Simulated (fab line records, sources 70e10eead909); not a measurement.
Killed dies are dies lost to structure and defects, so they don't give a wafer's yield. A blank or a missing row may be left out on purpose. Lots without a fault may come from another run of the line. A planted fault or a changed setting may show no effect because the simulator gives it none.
Chamber matching | flow nand_harc | NHARC_A_STAIRCASE_DEP_156 on pecvd-02: 3 sister chambers
The step deposits SiNx, target thk 50 nm. 6 wafers are shown with their chamber, then 8 later ones without.

WAFERS WITH THEIR CHAMBER
wafer  | chamber | heater_power_w (W)
L080.6 | 0       | 901
L081.6 | 1       | 737
L084.1 | 0       | 866
L084.2 | 2       | 884
L084.4 | 1       | 681
L085.2 | 2       | 814

WAFERS WITHOUT THEIR CHAMBER
wafer  | heater_power_w (W)
L085.4 | 788
L085.6 | 907
L091.1 | 807
L091.5 | 787
L091.6 | 753
L097.1 | 732
L097.3 | 864
L097.6 | 877

WHICH CHAMBER EACH WENT THROUGH
wafer  | from the rows above          | in truth
L085.4 | can't be placed: 2 or 1 or 0 | 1
L085.6 | can't be placed: 0 or 2      | 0
L091.1 | can't be placed: 2 or 0 or 1 | 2
L091.5 | can't be placed: 2 or 1 or 0 | 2
L091.6 | can't be placed: 1 or 2      | 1
L097.1 | 1                            | 1
L097.3 | can't be placed: 2 or 0      | 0
L097.6 | can't be placed: 0 or 2      | 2
Placed correctly: 1 of 8. Can't be placed from these rows: 7 (the true chamber is among the candidates in 7). Placed wrongly: 0.
How it was worked out, from the rows above alone: a wafer's distance from a chamber is the root of the sum, over the readings, of the square of ((its reading less the chamber's mean) divided by the reading's scatter). The wafer belongs to the nearest chamber; if the next one is less than 2 further off, it can't be placed. A chamber's mean is the mean of its shown wafers. The scatter: the root of (the sum of the squares of (reading less its chamber's mean) over the shown wafers, divided by (wafers less chambers)).
